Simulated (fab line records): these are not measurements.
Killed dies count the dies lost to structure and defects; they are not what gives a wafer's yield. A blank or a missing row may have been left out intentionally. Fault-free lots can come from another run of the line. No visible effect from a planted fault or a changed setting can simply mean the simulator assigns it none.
fab line records	flow n5-finfet
record lots=5	wafers=15	last-day=18
route steps=1938 shown BEOL_M4@1099 BEOL_M5@1112 PASSIVATION@1936
lots that met no fault: taken from a fault-free run of the same line
start-h: hours from the record's first day to the start of the lot's first wafer shown	wait-h: hours since the lot's step before	" the same as in the row above	L1.1+2: one row covering several wafers at once	- no value, or no start given	* or withheld: withheld	< > ~ a bound
route shown NAME@n: names a module that has steps shown in the file, with the first one's number in the route	usual: mean/standard deviation of fault-free wafers	same: alike in all rows	chamber/n: place in a boat	sites: the reading at each site	_std_site: the standard deviation of these	_edge_site: inner sites' mean taken away from outer sites' mean	radius-mm: for every site, how far away it sits from the centre of the wafer	mask NAME#n: copy n	behind: the most recent tool/chamber to have shaped the wafer	hold: what put the lot on hold/how long, in hours/how the hold closed	device: the n, p or np transistor that did not switch	end of line: at the end of the route, the tests of the same wafers	a step without rows: its recipe alone	killed: at the first sort, the dies lost to defects and structure; wafer yield is something else	map: per-die view of a wafer (x killed, . not killed, _ where there is no die)
set.NAME: the setting the step ran with; set.NAME@STEP: the setting that earlier step ran with	model.NAME: the simulator's own value behind a step, which no gauge read
a table for each step, a row for each wafer; lots at some steps of the route
services: the hour from which a tool's chamber was out of use, counted from the record's first day as start-h (under 0 if before that day), plus the number of hours and why
## steps
# step N5_BEOL_M4_ANNEAL_95
# recipe temp-c=400	time-s=240	ambient=vacuum
# step N5_BEOL_M4_SPUTTER_96
# recipe material=Cu	target-thk-a=45	temp-c=-20	chamber-pressure-pa=0.07	power-w=withheld	time-s=8.29
# step N5_BEOL_M4_ECD_50
# recipe material=Cu	target-thk-a=3000
# step N5_BEOL_M4_ANNEAL_51
# recipe temp-c=225	time-s=90	ambient=N2
# step N5_BEOL_M4_CMP_52
# recipe stop-on=SiOC	t-overpolish-s=6.8	down-force-psi=1	platen-rpm=50	clearing-platen-down-force-psi=1.5	clearing-platen-rpm=50	post-cmp-clean=cu-alkaline	target-thk-nm=40	clearing-platen-pad-velocity-m-s=0.99484	pad-velocity-m-s=0.99484
# step N5_BEOL_M4_PRE_CLEAN_60
# recipe gas=NH3/H2	time-s=15	temp-c=*	rf-power-w=300
# step N5_BEOL_M4_CO_CAP_55
# recipe material=Co	target-thk-a=20	temp-c=200	precursor=CCTBA/H2	pressure-torr=30	time-s=102.1
# step N5_BEOL_M4_PRE_CLEAN_56
# recipe gas=NH3	time-s=15	temp-c=withheld	rf-power-w=300
# step N5_BEOL_M4_DEP_57
# recipe material=SiCN	target-thk-a=80	temp-c=withheld	precursor=3MS/NH3	pressure-torr=3	rf-w=202	time-s=14
# step N5_BEOL_M4_RC_MEAS_101
# usual DIBL_N=36.0/1.9	DIBL_P=36.0/2.1	IOFF_N=0.155/0.029	IOFF_P=0.20/0.032	ION_N=672/11	ION_P=461/6.9	SS_N=71.5/0.58	SS_P=73.2/0.64	VT_N=250.4/2.9	VT_P=-251.0/2.8
lot.wafer	tool	chamber	start-h	wait-h	DIBL_N[mV/V]	DIBL_P[mV/V]	IOFF_N[nA/um]	IOFF_P[nA/um]	ION_N[uA/um]	ION_P[uA/um]	SS_N[mV/dec]	SS_P[mV/dec]	VT_N[mV]	VT_P[mV]
L759.1	prober-02	0	185.25	0.0	38.1	37.7	0.174	0.24	683	468	72.3	74.5	246.6	-247.6
L759.3	"	0	"	"	37.3	36.5	0.157	0.22	661	458	71.7	73.7	251.3	-249.1
L759.5	"	0	"	"	37.3	35.5	0.142	0.20	664	454	72.1	73.3	254.7	-251.5
L765.1	prober-02	0	223.57	0.0	36.7	36.2	0.149	0.20	658	445	71.3	73.5	252.6	-255.1
L765.3	"	0	"	"	36.3	37.0	0.159	0.22	677	468	71.9	73.6	248.2	-252.4
L765.6	"	0	"	"	37.1	36.8	0.163	0.22	663	452	72.2	73.4	250.4	-251.5
L768.1	prober-02	0	244.66	0.0	33.7	32.9	0.126	0.18	662	461	70.1	72.5	252.3	-253.1
L768.3	"	0	"	"	34.3	34.1	0.144	0.19	686	462	70.5	73.1	251.6	-252.4
L768.5	"	0	"	"	36.1	36.2	0.171	0.23	687	470	71.4	73.0	247.8	-249.6
L772.1	prober-01	0	256.57	0.0	36.9	35.6	0.173	0.23	683	470	71.5	74.0	247.8	-246.5
L772.3	"	0	"	"	33.3	33.0	0.124	0.19	675	465	70.6	73.6	250.4	-247.1
L772.6	"	0	"	"	36.2	34.9	0.156	0.22	662	459	71.6	73.9	249.3	-247.3
L780.3	prober-01	0	314.09	0.3	35.8	37.0	0.160	0.22	668	457	71.4	73.0	250.4	-249.4
L780.5	"	0	"	"	33.6	33.7	0.124	0.17	674	458	71.7	72.3	253.2	-252.8
L780.6	"	0	"	"	34.4	35.3	0.145	0.19	671	456	70.9	73.3	249.8	-254.8
# step N5_BEOL_M5_ILD_DEP_00
# recipe material=SiCOH_lowk	target-thk-a=1406.4	temp-c=300	precursor=DEMS/porogen	pressure-torr=5	rf-w=500	time-s=25.9
# step N5_BEOL_M5_CURE_79
# recipe temp-c=385	time-s=240	ambient=He/Ar	material=SiCOH_lowk
# step N5_BEOL_M5_PECVD_70
# recipe material=SiO2	target-thk-a=160	temp-c=400	precursor=TEOS/O2	pressure-torr=5.5	rf-w=450	teos-flow-sccm=53.8	gas=O2	flow-sccm=3000	time-s=18
# step N5_BEOL_M5_HM_DEP_02
# recipe material=TiN	target-thk-a=200	temp-c=25	chamber-pressure-pa=0.49996
# step N5_BEOL_M5_COAT_59
# recipe resist=SOC	temp-c=250	time-s=60	spin-rpm=1500	resist-thk-nm=60
# step N5_BEOL_M5_COAT_60
# recipe resist=SiARC	temp-c=220	time-s=60	spin-rpm=1500	resist-thk-nm=12
# step N5_BEOL_M5_COAT_71
# recipe resist=underlayer	temp-c=205	time-s=60	spin-rpm=1500	resist-thk-nm=5
# step N5_BEOL_M5_COAT_05
# recipe resist=CAR-EUV	spin-rpm=1500	resist-thk-nm=30
# step N5_BEOL_M5_EBR_07
# recipe solvent=PGMEA	ebr-width-mm=1.5
# step N5_BEOL_M5_SOFTBAKE_06
# recipe temp-c=110	time-s=60	resist=CAR-EUV
# step N5_BEOL_M5_EXPOSE_08
# recipe mask-id=M5	na=0.33	source-shape=annular	sigma-inner=0.4	sigma-outer=0.8	polarization=unpolarized	target-cd-nm=28	dose-mj=35.75
# step N5_BEOL_M5_PEB_09
# recipe peb-temp-c=100	peb-time-s=60	resist=CAR-EUV
# step N5_BEOL_M5_DEVELOP_10
# recipe develop-time-s=30	developer=TMAH	resist=CAR-EUV	rinse-liquid=surfactant-rinse	dry=air-spin	dev-temp-c=23
# step N5_BEOL_M5_DESCUM_16
# recipe chemistry=O2	time-s=7	source-power-w=50	bias-power-w=20	pressure-mtorr=20	rf-frequency-hz=2.712e+07	temp-c=40	resist=CAR-EUV	o2-flow-sccm=225
# step N5_BEOL_M5_ETCH_72
# recipe chemistry=N2/H2	target=underlayer	target-depth-a=65	mask-material=CAR-EUV	time-s=5.2	ion-energy-ev=200	pressure-mtorr=30	source-w=840	bias-w=150	n2-flow-sccm=200	h2-flow-sccm=200	ends=cleared
# step N5_BEOL_M5_ETCH_61
# recipe chemistry=CF4	target=SiARC	target-depth-a=156	mask-material=CAR-EUV	time-s=26	ion-energy-ev=80	pressure-mtorr=40	source-w=545	bias-w=36	Ar_flow_sccm=100	cf4-flow-sccm=100	ends=cleared
# step N5_BEOL_M5_ETCH_62
# recipe chemistry=N2/H2	target=SOC	target-depth-a=750	overetch-a=150	mask-material=SiARC	temp-c=40	time-s=112.5	ion-energy-ev=200	pressure-mtorr=30	source-w=840	bias-w=150	n2-flow-sccm=200	h2-flow-sccm=200
# step N5_BEOL_M5_STRIP_63
# recipe chemistry=N2/H2	temp-c=40	n2-flow-sccm=200	h2-flow-sccm=200	rf-frequency-hz=6e+07
# step N5_BEOL_M5_STRIP_73
# recipe chemistry=N2/H2	temp-c=40	n2-flow-sccm=200	h2-flow-sccm=200	rf-frequency-hz=6e+07
# step N5_BEOL_M5_STRIP_64
# recipe chemistry=CF4	resist=SiARC	power-w=300	bias-power-w=75	pressure-mtorr=50	cf4-flow-sccm=150	rf-frequency-hz=6e+07
# step N5_BEOL_M5_HM_OPEN_17
# recipe chemistry=Cl2/BCl3	target-depth-a=200	overetch-a=60	target=TiN	mask-material=SOC	ion-energy-ev=150	pressure-mtorr=10	icp-w=1000	bias-w=126	Cl2_flow_sccm=53.25	bcl3-flow-sccm=21.75	Ar_flow_sccm=25
# step N5_BEOL_M5_STRIP_19
# recipe chemistry=O2	power-w=400	temp-c=40	pressure-mtorr=30	rf-frequency-hz=6e+07	bias-power-w=0	overash-fraction=0.2	o2-flow-sccm=225
# step N5_BEOL_M5_COAT_65
# recipe resist=SOC	temp-c=250	time-s=60	spin-rpm=1500	resist-thk-nm=60
# step N5_BEOL_M5_COAT_66
# recipe resist=SiARC	temp-c=220	time-s=60	spin-rpm=1500	resist-thk-nm=12
# step N5_BEOL_M5_VIA_ETCH_34
# recipe chemistry=C4F6/O2	target=SiCOH_lowk	target-depth-a=883	mask-material=SOC	taper-deg=4	time-s=39.2	ion-energy-ev=250	pressure-mtorr=30	source-w=345	bias-w=185	Ar_flow_sccm=300	C4F6_flow_sccm=10	O2_flow_sccm=10
# usual O2_flow_sccm=10.00/0.031	drypump-motor-current-A=5.7/0.34	mfc-ar-sccm=300.2/0.78	oes-product-au=0.79/0.097	rf-vpp-V=664/14	showerhead-plenum-p-Torr=2.85/0.082	throttle-valve-pct=20.79/0.26
lot.wafer	tool	chamber	start-h	wait-h	O2_flow_sccm	drypump-motor-current-A	mfc-ar-sccm	oes-product-au	rf-hours-counter-h	rf-vpp-V	showerhead-plenum-p-Torr	throttle-valve-pct	model.etch.depth-nm	model.SOC_of_BEOL_M5_COAT_65.thk-nm
L759.1	rie-diel-05	2	191.39	0.0	9.95	5.8	300.4	0.71	215	649	2.83	20.91	86.45	55.8
L759.3	"	1	"	"	9.97	5.2	301.7	0.75	146	655	2.85	20.61	87.25	55.8
L759.5	"	0	"	"	9.99	5.4	300.6	0.91	-	660	3.05	20.92	88.71	55.8
L765.1	rie-diel-01	0	228.94	0.0	9.98	5.3	301.8	0.70	74	644	2.88	20.84	67.69	57
L765.3	"	2	"	"	9.99	5.4	299.8	0.58	256	677	2.82	21.42	65.24	57
L765.6	"	1	"	"	10.03	5.5	300.8	0.62	-	675	2.82	20.72	66.31	57
L768.1	rie-diel-01	1	252.04	0.0	10.01	5.5	300.1	0.61	194	674	2.81	20.74	66.3	56.8
L768.3	"	0	"	"	9.92	5.3	300.9	0.69	83	645	2.88	20.86	67.18	56.8
L768.5	"	1	"	"	10.02	5.5	300.0	0.61	-	675	2.81	20.75	65.97	57
L772.1	rie-diel-01	0	262.69	0.0	9.98	5.3	299.5	0.68	87	645	2.88	20.88	66.58	57
L772.3	"	1	"	"	9.97	5.5	300.1	0.61	198	679	2.81	20.75	65.67	56.8
L772.6	"	1	"	"	10.01	5.5	301.2	0.61	-	676	2.81	20.74	65.79	57
L780.3	rie-diel-01	1	318.12	0.0	10.03	5.5	302.1	0.71	217	675	2.80	20.79	88.22	55.8
L780.5	"	1	"	"	10.04	5.5	300.5	0.72	-	676	2.80	20.80	88.63	56
L780.6	"	0	"	"	10.00	5.3	300.9	0.77	-	645	2.87	20.94	88.1	56
# step N5_PASSIVATION_PROBE_49
# usual defect-limited-yield=91.0/1.5	killed_at_M0_to_M3=33/9.4	killed_at_M4_up=14/4.8	killed-at-contacts=13/7.3	killed-at-front-end=43/13	killed-at-other=3.6/2.9	killed-dies=106/18	killed-on-rim=14/4.2	killed-open=69/13	killed-short=35/8.2	sort_bin_5_function=5.3/1	sort_bin_6_memory=3.3/0.68	sort_bin_8_speed=0.01/0.027	sort-n-pass=1074/18	sort-yield-pct=91.0/1.5
# same gross-dies=1180	killed-at-back-side=0	sort_bin_4_leakage[%]=0
lot.wafer	tool	chamber	start-h	wait-h	defect-limited-yield[%]	killed_at_M0_to_M3	killed_at_M4_up	killed-at-contacts	killed-at-front-end	killed-at-other	killed-dies	killed-on-rim	killed-open	killed-short	sort_bin_5_function[%]	sort_bin_6_memory[%]	sort_bin_8_speed[%]	sort-n-pass	sort-yield-pct[%]
L765.1	prober-02	-	343.10	0.0	75.3	35	202	11	38	6	292	102	60	40	21.1	3.5	0	888	75.3
L765.3	prober-02	-	343.20	0.1	48.2	48	477	21	52	13	611	123	83	52	46.3	4.7	0	569	48.2
L765.6	prober-02	-	343.35	0.3	63.1	30	358	14	26	7	435	96	59	29	33.5	2.9	0	745	63.1
L768.1	prober-02	-	356.55	0.0	61.5	31	373	6	43	1	454	93	59	35	35.4	2.5	0	726	61.5
L768.3	prober-02	-	356.65	0.1	72.6	26	224	17	54	2	323	94	81	35	23.0	4.2	0	857	72.6
L768.5	prober-02	-	356.75	0.2	61.4	31	376	7	39	3	456	100	65	35	35.7	2.6	0	724	61.4
L772.1	prober-02	-	360.74	0.0	68.3	41	269	15	37	12	374	107	72	45	28.1	3.1	0	806	68.3
L772.3	prober-02	-	360.84	0.1	59.6	43	378	23	32	1	477	105	51	48	36.9	3.4	0	703	59.6
L772.6	prober-02	-	360.99	0.3	55.3	40	424	9	54	1	528	111	70	38	41.1	3.1	0	652	55.3
# killed by level:class
L765.1 BEOL_M5:area-etch=192 GATE_CUT:geometric-particle:short=10 MOL_CONTACT_COAG:geometric-particle:open=9 FIN_SAQP:geometric-particle:short=8 BEOL_M0_SAQP:geometric-particle:open=8 STI_FIN_REVEAL:geometric-particle:open=7 BEOL_M1:geometric-particle:open=7 BEOL_M0_SAQP:geometric-particle:short=7
L765.3 BEOL_M5:area-etch=471 STI_FIN_REVEAL:geometric-particle:open=17 MOL_CONTACT_COAG:geometric-particle:open=16 FIN_SAQP:geometric-particle:short=10 BEOL_M0_SAQP:geometric-particle:open=10 BEOL_M0:geometric-particle:short=10 BEOL_M0_SAQP:geometric-particle:short=9 BEOL_M1:geometric-particle:open=8
L765.6 BEOL_M5:area-etch=344 MOL_CONTACT_COAG:geometric-particle:open=13 BEOL_M0_SAQP:geometric-particle:short=7 BEOL_M3:geometric-particle:open=7 FIN_SAQP:geometric-particle:open=5 BEOL_M1:geometric-particle:open=5 BEOL_M0:geometric-particle:short=4 BEOL_M5:geometric-particle:open=4
L768.1 BEOL_M5:area-etch=359 STI_FIN_REVEAL:geometric-particle:open=10 BEOL_M0_SAQP:geometric-particle:open=10 GATE_CUT:geometric-particle:short=9 BEOL_M3:geometric-particle:open=7 BEOL_M2:geometric-particle:open=6 DUMMY_GATE:geometric-particle:open=5 MOL_CONTACT_COAG:geometric-particle:open=5
L768.3 BEOL_M5:area-etch=206 MOL_CONTACT_COAG:geometric-particle:open=16 DUMMY_GATE:geometric-particle:open=15 FIN_SAQP:geometric-particle:open=7 BEOL_M2:geometric-particle:open=7 BEOL_M3:geometric-particle:open=7 FIN_SAQP:geometric-particle:short=6 STI_FIN_REVEAL:geometric-particle:open=6
L768.5 BEOL_M5:area-etch=355 STI_FIN_REVEAL:geometric-particle:open=13 BEOL_M0_SAQP:geometric-particle:short=9 BEOL_M3:geometric-particle:open=9 BEOL_M2:geometric-particle:open=7 BEOL_M6:geometric-particle:open=6 STARTING-WAFER:geometric-particle:short=6 GATE_CUT:geometric-particle:short=5
L772.1 BEOL_M5:area-etch=255 BEOL_M2:geometric-particle:open=13 MOL_CONTACT_COAG:geometric-particle:open=12 BEOL_M0_SAQP:geometric-particle:short=11 FIN_SAQP:geometric-particle:short=9 GATE_CUT:geometric-particle:short=9 PASS1_CAP:geometric-particle:open=9 STI_FIN_REVEAL:geometric-particle:open=6
L772.3 BEOL_M5:area-etch=375 MOL_CONTACT_COAG:geometric-particle:open=16 BEOL_M0_SAQP:geometric-particle:short=16 FIN_SAQP:geometric-particle:short=13 BEOL_M0_SAQP:geometric-particle:open=9 MOL_CONTACT_COAG:geometric-particle:short=7 BEOL_M2:geometric-particle:open=6 FIN_SAQP:geometric-particle:open=5
L772.6 BEOL_M5:area-etch=415 FIN_SAQP:geometric-particle:short=16 STI_FIN_REVEAL:geometric-particle:open=12 BEOL_M0_SAQP:geometric-particle:short=11 BEOL_M0_SAQP:geometric-particle:open=10 BEOL_M2:geometric-particle:open=10 MOL_CONTACT_COAG:geometric-particle:open=8 FIN_SAQP:geometric-particle:open=6
# map L765.3 (x killed, . not)
_________________xx.xx.xxxxxx________________
______________..x...x.x..x..xxxx_____________
___________x.x..x......x.xxxxxxxxxx__________
__________...x.x..........x...xxxxxx_________
________xx...x...x......xxxxxxxxxxxxxx_______
_______.x.....x............x.xxx.x.xxxx______
______..xxx................x...xxxxxxxxx_____
_____xxx...x...x..x...xx........x..xxxxxx____
____xx..x...........x....x....x...x.xxxxxx___
___x..x.....xxx.x....x.xx...xx...x...xxxxxx__
___xx....x.............x...x..x......xxxx.x__
__x...........x....x........x.xxx.....xxxxxx_
__xx.x.................x.xxx..x.....x.x.xxxx_
_xx..........x.....xx............x...xx.x.xxx
_.xxxx.......x....x..........x.........xxxxxx
_xxx.xx....x....xx....x.x..........x..xx.xxxx
_xxxxx.xx....x...xx....x.....x.xx...xxxxxxxxx
_xxx.x.xx...x..........x...x....x.xx...xxxxxx
_xxxx.xxx.xxx............x....xxxxxx.x.xxxxxx
_xxxxxx.xxxx..x.........x..xxxxxxxx..x.xxxxxx
_xxxxxxxxxxx......x....xxxx.xx..xxx.........x
__xxxxxxxxxxx..x..x...x..xxxxxxx.xx........x_
__xxxxxxxxxxx..........xxxxxxxx.........xxx._
___xxxx.x..........x.xx..xx.xx....x....x.x.__
___xxxxxxxx.....x..xx.xx.x.xxxxxxx...xxxxxx__
____xxxxxx.x.x...xxxxxxxxx..x.xx.x....x.xx___
_____xxxxxxxxxxxxx..xxxxx..xxxxxxxxxxxxxx____
______xxxxxxxxxxx.xxxxx..xxxxxxxxxx..xxx_____
_______xxxxxxxxxxxxxxxx..xxxxxxxxxxx...______
________xxxxxxxxxxx.xxxxxxxxxxxxx.x..._______
__________xxxxxxxxxx...xxxxxxxxx...x_________
___________xxxxxxxx.x...xxxxxxxx..x__________
______________xxxxx.xxx.x.xxxxxx_____________
_________________xxx.xxx.xxxx________________
# map L768.5 (x killed, . not)
_________________xxxxxxxxx.xx________________
______________xxxxxxxxx..xxxxxxx_____________
___________xxxxxxxxxxxx...x.xxxxx.x__________
__________xx.xxxxx.xxxxxx...xxxxxx.x_________
________xx.xxxx.xxxxx..xx..xx.xx.x.xx._______
_______xxxxxxxxxx..x....x..xxxx.xx...x.______
______xxxxxxxxx..x..xx...x......xx.x.x.x_____
_____xxxxxx.xxxx...x.x...x.xx.x...x..xxxx____
____xxxxxx..xx.x.xx............xx..x....xx___
___xxxxxxxx..x..x.....x.......x..x....xxxx.__
___xxxxxx.x.x..xx.x...........x.....x.xx.xx__
__xxxxxxx....xx...xxx....x.........x.....xx._
__xxxxxxxx.x.........x.....x...x......x.x..x_
_x.xxx.xx.x....x....x...................x.x.x
_xxx..xx...xx................x....x.......xx.
_xx.x...x......x.............x.........xx..xx
_xxx.x..xxxx............x.x..x.............xx
_xx.xx..xx.x..x..........x..........x..xx...x
_xxxx..x.x.x............x.x.x...x..x..xx...xx
_xxx.x...xxxx.........x.........x.....xx.....
_xxxxxxxxx.x................x..x....x.....x.x
__xxx.xxx.xxx..x...x..x..x......x.......x.xx_
__xxxxxxxxx.......xx..x..................xx._
___xxx.xxx.x..xxxx.......x...x.......xx..x.__
___x.xxxx.xxx.x.x........x....x....x...xxx.__
____xxxx.xx.x......x....x.x......x.......x___
_____xxx........x...x..x..........x.....x____
______xxxx.......x..x..x......x........._____
_______xxxx..............x...........x.______
________xx.xxx......x.xx.........x.x.x_______
__________x.xxx.....xxx.xx...x..xx.._________
___________.xx.x.....x.......x....x__________
______________x......xx........._____________
_________________............________________
## services
tool	chamber	start-h	hours	kind
rie-diel-05	3	190.29	7.9	repair
rie-diel-01	1	194.00	11.3	repair
rie-diel-01	0	197.51	3.7	repair
rie-diel-01	3	226.04	5.8	repair
rie-diel-01	2	236.17	32.3	repair
rie-diel-01	-	236.82	0.8	repair
rie-diel-01	2	268.72	-	clean
rie-diel-01	2	268.72	-	consumable-replace:focus-ring
rie-diel-01	2	268.72	27.5	scheduled-down
rie-diel-01	2	268.72	27.5	vent-cycle
rie-diel-01	1	279.30	8.4	repair
rie-diel-01	3	286.15	4.1	repair
rie-diel-05	-	295.90	14.6	pm
## key
first-sign step=N5_BEOL_M5_VIA_ETCH_34	reading=oes-product-au	direction=down	sigmas=1.7	usual=0.79	struck=0.63
effect step=N5_PASSIVATION_PROBE_49	reading=killed_at_M4_up	direction=up	sigmas=68	usual=14	struck=342
model-effect step=N5_BEOL_M5_VIA_ETCH_34	value=etch.depth-nm	without=87.72	struck=66.3
more-kills-born-at N5_BEOL_M5_VIA_ETCH_34@rie-diel-01=2972
met-at N5_BEOL_M5_VIA_ETCH_34
struck-wafers L765.1,L765.3,L765.6,L768.1,L768.3,L768.5,L772.1,L772.3,L772.6
fault kind=process-parameter-drift	tool=rie-diel-01	chamber=-	onset-h=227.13	steps=N5_BEOL_M5_VIA_ETCH_34	channel=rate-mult	offset=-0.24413	shape=step	end-h=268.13
